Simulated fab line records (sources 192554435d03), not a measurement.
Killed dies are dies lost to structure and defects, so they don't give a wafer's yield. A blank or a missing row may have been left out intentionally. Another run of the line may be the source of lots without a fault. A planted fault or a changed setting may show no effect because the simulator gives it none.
A lot that was struck, set against a sound lot | flow n5Finfet | 36 out of 1938 route steps
Sound: these wafers, L720.1, L720.3, L720.4. Wafers struck: L734.1, L734.4, L734.5. The cause comes at the end.
Per side, at each step with rows, come the tool, then ch with its chambers, and then its first start. Under that, the readings that differ: sound wafers | struck wafers | difference of the means | sigmas: that difference in standard deviations of wafers without a fault.
alike: readings with means less than 2 such deviations apart, plus words and numbers identical on both sides. not compared: withheld readings, readings lacking a value on some wafer, bounds such as >300 that could conceal the same value, and numbers that have no deviation in the record and whose values overlap.
A row with sigmas, a row that says differs or no value, or rows on one side alone: a step with any of these is where the two part. Non-overlapping numbers with no deviation appear without sigmas and do not part them. Lack of a reading on every wafer of one side parts them only where that side has two or more wafers.

first, 10 steps without rows for these wafers: N5_PMOS_HMC_CHANNEL_EPI_DESCUM_14 (chemistry O2, time 7.9 s); N5_PMOS_HMC_CHANNEL_EPI_ETCH_32 (etches BARC in N2/H2, stops on SiO2, target depth 85.8 nm, time 50.3 s); N5_PMOS_HMC_CHANNEL_EPI_HM_OPEN_15 (chemistry CHF3/O2, target SiO2, target depth 40.6 nm, time 20.3 s); N5_PMOS_HMC_CHANNEL_EPI_STRIP_33 (strips in N2/H2); N5_PMOS_HMC_CHANNEL_EPI_STRIP_17 (strips in SPM, time 750 s); N5_PMOS_HMC_CHANNEL_EPI_ETCH_38 (etches SiO2 in CF4, target depth 1.5 nm); N5_PMOS_HMC_CHANNEL_EPI_FIN_RECESS_16 (chemistry HBr/Cl2, target Si, target depth 54 nm, time 18 s); N5_PMOS_HMC_CHANNEL_EPI_PRECLEAN_36 (cleans in O3/DIW, time 45 s); N5_PMOS_HMC_CHANNEL_EPI_PRECLEAN_18 (cleans in DHF, time 30 s); N5_PMOS_HMC_CHANNEL_EPI_SRD_19 (time 30 s).
N5_PMOS_HMC_CHANNEL_EPI_EPI_20: deposits SiGe30, target thk 59 nm.
  sound on epiRpcvd-01 ch 0, day 1 18:07; struck on epiRpcvd-01 ch 0, day 5 06:41
then, 24 steps without rows for these wafers: N5_PMOS_HMC_CHANNEL_EPI_HM_STRIP_35 (strips SiO2 in dHF, material SiO2, target depth 39.6 nm, time 216 s); N5_PMOS_HMC_CHANNEL_EPI_SRD_39 (time 30 s); N5_PMOS_HMC_CHANNEL_EPI_CMP_21 (polishes SiGe30, target thk 54 nm); N5_PMOS_HMC_CHANNEL_EPI_PRECLEAN_40 (cleans in DHF, time 30 s); N5_PMOS_HMC_CHANNEL_EPI_PRECLEAN_37 (cleans in O3/DIW, time 45 s); N5_PMOS_HMC_CHANNEL_EPI_PRECLEAN_24 (cleans in DHF, time 30 s); N5_PMOS_HMC_CHANNEL_EPI_SRD_25 (time 30 s); N5_PMOS_HMC_CHANNEL_EPI_EPI_26 (deposits Si from SiH4/H2, target thk 3.8 nm, time 22.7 s); N5_FIN_SAQP_PRECLEAN_42 (cleans in O3/DIW, time 60 s); N5_FIN_SAQP_PRECLEAN_00 (cleans in SC1, time 60 s); N5_FIN_SAQP_PRECLEAN_44 (cleans in SC2, time 45 s); N5_FIN_SAQP_SRD_01 (time 30 s); N5_FIN_SAQP_ALD_61 (deposits SiO2, target thk 4 nm, pulse time 1 s, purge time 2 s); N5_FIN_SAQP_DENSIFY_62 (time 60 s); N5_FIN_SAQP_HM_DEP_03 (deposits SiNx from SiH4/NH3/N2, target thk 38 nm, time 33.6 s); N5_FIN_SAQP_PECVD_47 (deposits a-Si from SiH4/He, target thk 45 nm, time 36.3 s); N5_FIN_SAQP_PECVD_48 (deposits SiNx from SiH4/NH3/N2, target thk 25 nm, time 22.1 s); N5_FIN_SAQP_PECVD_06 (deposits a-Si from SiH4/He, target thk 60 nm, time 48.1 s); N5_FIN_SAQP_HM_DEP_72 (deposits SiO2 from SiH4/N2O, target thk 12 nm, time 7.2 s); N5_FIN_SAQP_COAT_49 (time 60 s, resist thk 100 nm); N5_FIN_SAQP_COAT_50 (time 60 s, resist thk 35 nm); N5_FIN_SAQP_COAT_10 (resist thk 90 nm); N5_FIN_SAQP_EBR_12; N5_FIN_SAQP_SOFTBAKE_11 (time 60 s).
-- the record jumps here: 11 days lie between the struck wafers' starts before and after (it left off in module FIN_SAQP and takes up again in module PASSIVATION, whose first step shown is number 1936 of the route) --
N5_PASSIVATION_PROBE_49:
  struck on prober-01, day 16 18:23; sound on prober-01, day 13 08:47
reading                 | sound          | struck         | difference | sigmas
defectLimitedYield (%)  | 92.5 91.3 91.9 | 87.7 86.3 87.0 | -4.9       | -4
killedAtFrontEnd        | 33 49 37       | 100 113 109    | +68        | +6
killedDies              | 88 103 96      | 145 162 153    | +58        | +3
killedOnRim             | 13 12 4        | 21 23 23       | +13        | +3
sort_bin_5_function (%) | 4.4 5.2 5.5    | 7.1 8.1 8.4    | +2.8       | +3
sortNPass               | 1092 1077 1084 | 1035 1017 1027 | -58        | -3
sortYieldPct (%)        | 92.5 91.3 91.9 | 87.7 86.2 87.0 | -4.9       | -3
  alike: killed_at_M0_to_M3, killed_at_M4_up, killedAtContacts, killedAtOther, killedOpen, killedShort, sort_bin_6_memory, sort_bin_8_speed

== WHERE THEY PART ==
At N5_PASSIVATION_PROBE_49 and nowhere else, as far as this record goes.

WHY: what had been put in by the simulator
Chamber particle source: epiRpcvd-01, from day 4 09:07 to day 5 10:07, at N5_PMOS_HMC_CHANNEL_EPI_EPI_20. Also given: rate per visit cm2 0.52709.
